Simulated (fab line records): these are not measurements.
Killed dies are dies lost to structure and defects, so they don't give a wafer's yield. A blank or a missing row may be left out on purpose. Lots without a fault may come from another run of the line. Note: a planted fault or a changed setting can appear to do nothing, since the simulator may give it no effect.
Which tool did it? | flow n5 finfet | Sampling: 12 lots, 36 wafers, 2 of 1938 route steps

## WHAT THE GAUGES SHOWED, per wafer
N5_PASSIVATION_OVL_MEAS_63. Usual: PAD_OVL typically reads -3 nm, with standard deviation 6.4.
lot  | measured     | on         | PAD_OVL (nm) | flag
L794 | day 12 02:22 | overlay-02 | -10 -7 -4    |
L795 | day 12 14:33 | overlay-02 | -9 1 -2      |
L797 | day 12 23:21 | overlay-01 | 8 -2 -1      |
L799 | day 13 06:06 | overlay-02 | 6 -1 -7      |
L800 | day 13 10:08 | overlay-02 | -14 3 -11    |
L801 | day 13 23:53 | overlay-01 | 1 -1 -17     |
L802 | day 13 21:04 | overlay-01 | -12 0 -6     |
L803 | day 14 21:20 | overlay-01 | 14 1 11      |
L804 | day 15 00:07 | overlay-01 | -9 -4 -14    |
L810 | day 16 02:48 | overlay-01 | -4 -4 4      |
L796 | day 17 19:05 | overlay-02 | 8 -3 -4      |
L816 | day 19 13:07 | overlay-02 | -9 -9 3      |

## WHAT TOOL EACH LOT RAN ON (gives the tool, then ch and the chambers of the sampled wafers, and finally the start)
lot  | N5_MOL_CONTACT_COAG_ETCH_110
L794 | rie diel-06 ch 0,3, day 4 19:23
L795 | rie diel-06 ch 0,3, day 5 00:11
L797 | rie diel-01 ch 0,1, day 5 09:37
L799 | rie diel-06 ch 0,1,3, day 5 20:44
L800 | rie diel-06 ch 0,1,3, day 6 03:47
L801 | rie diel-06 ch 1,2,3, day 6 10:38
L802 | rie diel-01 ch 1,2,3, day 6 19:18
L803 | rie diel-03 ch 0,1, day 6 23:35
L804 | rie diel-06 ch 0,1,3, day 7 06:20
L810 | rie diel-01 ch 0,1,2, day 8 17:25
L796 | rie diel-06 ch 0,3, day 9 15:38
L816 | rie diel-06 ch 0,1,3, day 10 12:08
- N5_MOL_CONTACT_COAG_ETCH_110: etches Si in CF4/O2, target depth 2.5 nm, time 8 s.

## WHAT THE TOOLS THEMSELVES READ (means of the sampled wafers that have a number; where no wafer has one, the mark that the record gives instead)
N5_MOL_CONTACT_COAG_ETCH_110. Usual: O2_flow_sccm 10.00 sccm, standard deviation 0.033; drypump motor current A 5.6 A, standard deviation 0.34; oes product au 0.76 a.u., standard deviation 0.068; rf vpp V 126 V, standard deviation 3.4; showerhead plenum p Torr 2.25 Torr, standard deviation 0.054; throttle valve pct 10.9 %, standard deviation 0.31.
lot  | tool        | O2_flow_sccm (sccm) | drypump motor current A (A) | oes product au (a.u.) | rf vpp V (V) | showerhead plenum p Torr (Torr) | throttle valve pct (%) | flag
L794 | rie diel-06 | 9.97                | 5.4                         | 0.79                  | 122          | 2.28                            | 10.9                   |
L795 | rie diel-06 | 10.00               | 5.6                         | 0.84                  | 124          | 2.22                            | 10.6                   |
L797 | rie diel-01 | 10.00               | 5.6                         | 0.86                  | 127          | 2.34                            | 10.5                   |
L799 | rie diel-06 | 9.99                | 5.5                         | 0.78                  | 122          | 2.26                            | 10.9                   |
L800 | rie diel-06 | 10.02               | 5.5                         | 0.78                  | 123          | 2.26                            | 10.9                   |
L801 | rie diel-06 | 10.02               | 5.4                         | 0.76                  | 125          | 2.28                            | 11.0                   |
L802 | rie diel-01 | 9.97                | 5.6                         | 0.78                  | 130          | 2.26                            | 10.8                   |
L803 | rie diel-03 | 10.01               | 5.4                         | 0.71                  | 129          | 2.27                            | 11.1                   |
L804 | rie diel-06 | 9.99                | 5.6                         | 0.77                  | 123          | 2.25                            | 11.0                   |
L810 | rie diel-01 | 9.98                | 5.6                         | 0.77                  | 128          | 2.31                            | 10.8                   |
L796 | rie diel-06 | 10.00               | 5.4                         | 0.75                  | 122          | 2.26                            | 11.0                   |
L816 | rie diel-06 | 9.99                | 5.5                         | 0.74                  | 123          | 2.25                            | 11.0                   |

## THE ANSWER, worked out from the rows above alone
Rule: take the mean of a lot's wafers that have a number; if it is more than 3 standard deviations from the usual mean, the lot is off. Also off: a lot with no number at a reading for which 4 or more lots have one. Where the step has rows for the other lots, those lots are counted as sound. The gauges are gone through in route order, then the tools' own readings, and for those a lot's mean is taken as printed above. The first step at which some lot is off is used, and at that step the reading that is off furthest; a lot without a number counts as furthest.
No lot is off on any of the readings shown, so nothing can be concluded from this.

## WHAT HAD BEEN PUT IN BY THE SIMULATOR
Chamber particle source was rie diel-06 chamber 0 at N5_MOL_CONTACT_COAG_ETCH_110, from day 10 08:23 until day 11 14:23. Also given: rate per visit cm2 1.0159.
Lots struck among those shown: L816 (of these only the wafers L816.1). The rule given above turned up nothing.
